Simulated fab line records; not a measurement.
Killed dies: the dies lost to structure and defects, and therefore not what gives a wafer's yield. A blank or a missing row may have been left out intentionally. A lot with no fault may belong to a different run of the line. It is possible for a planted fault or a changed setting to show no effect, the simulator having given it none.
Matching of chambers ; flow nand-harc ; NHARC_A_M1_CMP_23 on cmp-01: 4 sister chambers
The step polishes, t overpolish 20 s, target thk 154.34 nm. 8 wafers are shown with their chamber, then 7 later ones without.

WAFERS, EACH WITH ITS CHAMBER
wafer;chamber;motor-current-A (A);time-to-endpoint-s (s)
L566.1;0;12.6;36
L566.4;1;11.2;35
L572.1;1;10.2;30
L572.5;2;13.0;32
L581.1;0;13.2;29
L581.5;3;11.1;27
L580.2;2;12.1;28
L580.3;3;11.5;25

WAFERS WHOSE CHAMBER IS MISSING
wafer;motor-current-A (A);time-to-endpoint-s (s)
L580.5;10.3;29
L583.4;10.6;34
L583.5;12.5;32
L583.6;10.8;34
L585.1;10.9;33
L585.4;12.9;32
L585.6;11.2;32

EACH ONE'S CHAMBER
wafer;from the rows above;in truth
L580.5;can't be placed: 1 or 3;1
L583.4;1;1
L583.5;can't be placed: 2 or 0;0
L583.6;1;1
L585.1;can't be placed: 1 or 3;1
L585.4;can't be placed: 0 or 2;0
L585.6;can't be placed: 1 or 3 or 2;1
Correct placement for 2 of the 7. These rows do not allow placing 5 (true chamber among the candidates in 5). 0 placed wrongly.
How it was worked out, from the rows above alone: a wafer's distance from a chamber is the root of the sum, over the readings, of the square of ((its reading less the chamber's mean) divided by the reading's scatter). The wafer belongs to the nearest chamber; if the next one is less than 2 further off, it can't be placed. The mean given for a chamber averages the wafers shown for that chamber. The scatter: the root of (the sum of the squares of (reading less its chamber's mean) over the shown wafers, divided by (wafers less chambers)).
